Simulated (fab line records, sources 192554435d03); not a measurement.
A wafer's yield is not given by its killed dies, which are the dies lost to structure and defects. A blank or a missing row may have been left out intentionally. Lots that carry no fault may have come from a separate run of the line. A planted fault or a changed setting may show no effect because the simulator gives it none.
Matching of chambers || flow n5_finfet || 4 sister chambers for N5_BEOL_M0_CUTY_ETCH_63 on rie_diel-04
The step etches SOC in N2/H2, target depth 82.7 nm, overetch 16.5 nm, time 124 s. 8 wafers are shown with their chamber, then 8 later ones without.

## WAFERS, EACH WITH ITS CHAMBER
{"wafer": "L077.6", "chamber": 1, "drypump_motor_current_A (A)": 6.3, "throttle_valve_pct (%)": 17.90}
{"wafer": "L083.2", "chamber": 2, "drypump_motor_current_A (A)": 4.9, "throttle_valve_pct (%)": 17.43}
{"wafer": "L083.3", "chamber": 3, "drypump_motor_current_A (A)": 6.5, "throttle_valve_pct (%)": 17.55}
{"wafer": "L083.4", "chamber": 0, "drypump_motor_current_A (A)": 5.7, "throttle_valve_pct (%)": 17.53}
{"wafer": "L084.2", "chamber": 3, "drypump_motor_current_A (A)": 6.6, "throttle_valve_pct (%)": 17.56}
{"wafer": "L084.4", "chamber": 2, "drypump_motor_current_A (A)": 4.9, "throttle_valve_pct (%)": 17.45}
{"wafer": "L084.5", "chamber": 0, "drypump_motor_current_A (A)": 5.7, "throttle_valve_pct (%)": 17.54}
{"wafer": "L092.1", "chamber": 1, "drypump_motor_current_A (A)": 6.3, "throttle_valve_pct (%)": 17.94}

## WAFERS MISSING THEIR CHAMBER
{"wafer": "L092.4", "drypump_motor_current_A (A)": 6.6, "throttle_valve_pct (%)": 17.58}
{"wafer": "L092.6", "drypump_motor_current_A (A)": 5.8, "throttle_valve_pct (%)": 17.56}
{"wafer": "L093.1", "drypump_motor_current_A (A)": 4.9, "throttle_valve_pct (%)": 17.47}
{"wafer": "L093.5", "drypump_motor_current_A (A)": 5.7, "throttle_valve_pct (%)": 17.58}
{"wafer": "L093.6", "drypump_motor_current_A (A)": 6.4, "throttle_valve_pct (%)": 17.93}
{"wafer": "L095.2", "drypump_motor_current_A (A)": 4.9, "throttle_valve_pct (%)": 17.48}
{"wafer": "L095.3", "drypump_motor_current_A (A)": 6.6, "throttle_valve_pct (%)": 17.59}
{"wafer": "L095.5", "drypump_motor_current_A (A)": 6.3, "throttle_valve_pct (%)": 17.95}

## WHICH CHAMBER EACH WENT THROUGH
{"wafer": "L092.4", "from the rows above": 3, "in truth": 3}
{"wafer": "L092.6", "from the rows above": 0, "in truth": 0}
{"wafer": "L093.1", "from the rows above": 2, "in truth": 2}
{"wafer": "L093.5", "from the rows above": 0, "in truth": 0}
{"wafer": "L093.6", "from the rows above": 1, "in truth": 1}
{"wafer": "L095.2", "from the rows above": 2, "in truth": 2}
{"wafer": "L095.3", "from the rows above": 3, "in truth": 3}
{"wafer": "L095.5", "from the rows above": 1, "in truth": 1}
Correctly placed: 8 of 8. From these rows, 0 cannot be placed. Placed wrongly: 0.
How it was worked out, from the rows above alone: a wafer's distance from a chamber is the root of the sum, over the readings, of the square of ((its reading less the chamber's mean) divided by the reading's scatter). The wafer belongs to the nearest chamber; if the next one is less than 2 further off, it can't be placed. For every chamber, the mean is computed from those of its wafers that are shown. How the scatter is found: for the shown wafers, subtract from each reading the mean of its chamber, square and add these, divide the total by (wafers less chambers), then take the root.
